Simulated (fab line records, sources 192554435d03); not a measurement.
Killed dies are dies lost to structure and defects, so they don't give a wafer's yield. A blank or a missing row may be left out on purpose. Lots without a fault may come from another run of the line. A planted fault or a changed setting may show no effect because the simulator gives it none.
One fault seen from 2 desks | flow n5_finfet | each desk has only its own numbers; what lay behind them comes last

THE TOOL OWNER'S DESK: rie_diel-04
The tool's own readings at N5_BEOL_M9_ETCH_62 (etches SOC in N2/H2, target depth 110 nm, overetch 22 nm, time 165 s): means of the sampled wafers that have a number, for each lot that ran on this tool. A lot is out of limits, marked OUT, if its mean lies more than 4 standard deviations from the usual mean; the brackets give that distance.
Columns: A = bias_w at N5_BEOL_M9_ETCH_62, usual 150.0 W; B = drypump_motor_current_A at N5_BEOL_M9_ETCH_62, usual 5.9 A; C = oes_product_au at N5_BEOL_M9_ETCH_62, usual 0.66 a.u.; D = rf_vpp_V at N5_BEOL_M9_ETCH_62, usual 523.4 V; E = showerhead_plenum_p_Torr at N5_BEOL_M9_ETCH_62, usual 2.52 Torr; F = throttle_valve_pct at N5_BEOL_M9_ETCH_62, usual 17.79 %
lot  | first seen here | A     | B   | C    | D     | E    | F
L716 | day 10 02:27    | 150.0 | 5.9 | 0.62 | 524.2 | 2.54 | 17.88
L714 | day 10 18:29    | 149.6 | 5.8 | 0.67 | 521.7 | 2.49 | 17.74
L719 | day 10 20:23    | 150.2 | 5.3 | 0.67 | 522.7 | 2.52 | 17.84
L718 | day 10 23:51    | 149.7 | 5.8 | 0.67 | 521.4 | 2.49 | 17.75
L722 | day 11 17:25    | 150.2 | 5.9 | 0.61 | 523.1 | 2.54 | 17.91
L724 | day 12 09:30    | 150.2 | 5.9 | 0.66 | 522.2 | 2.48 | 17.77
L732 | day 14 09:52    | 149.6 | 5.8 | 0.73 | 522.1 | 2.51 | 17.84
L736 | day 15 06:43    | 150.2 | 5.9 | 0.68 | 524.4 | 2.54 | 17.95
This desk's finding: nothing out of limits on any of the 8 lots.

THE METROLOGY DESK
What the gauges read, lot by lot, whatever tool the lot ran on: means of the sampled wafers that have a number. A lot is out of limits, marked OUT, if its mean lies more than 4 standard deviations from the usual mean; the brackets give that distance.
Columns: A = M9_ILD_THK at N5_BEOL_M9_THK_MEAS_01, usual 269 nm
lot  | first seen here | A
L715 | day 9 20:16     | 269
L716 | day 10 00:55    | 264
L717 | day 10 03:45    | 272
L714 | day 10 15:50    | 266
L719 | day 10 19:23    | 275
L718 | day 10 22:37    | 273
L720 | day 11 01:22    | 271
L721 | day 11 02:26    | 272
L722 | day 11 14:58    | 268
L724 | day 12 06:26    | 267
L725 | day 12 16:55    | 267
L732 | day 14 08:50    | 269
L737 | day 15 04:18    | 272
L736 | day 15 04:50    | 266
This desk's finding: nothing out of limits on any of the 14 lots.

PUT TOGETHER
The tool owner's desk saw nothing out of limits.
The metrology desk saw nothing out of limits.

WHAT THE SIMULATOR HAD PUT IN
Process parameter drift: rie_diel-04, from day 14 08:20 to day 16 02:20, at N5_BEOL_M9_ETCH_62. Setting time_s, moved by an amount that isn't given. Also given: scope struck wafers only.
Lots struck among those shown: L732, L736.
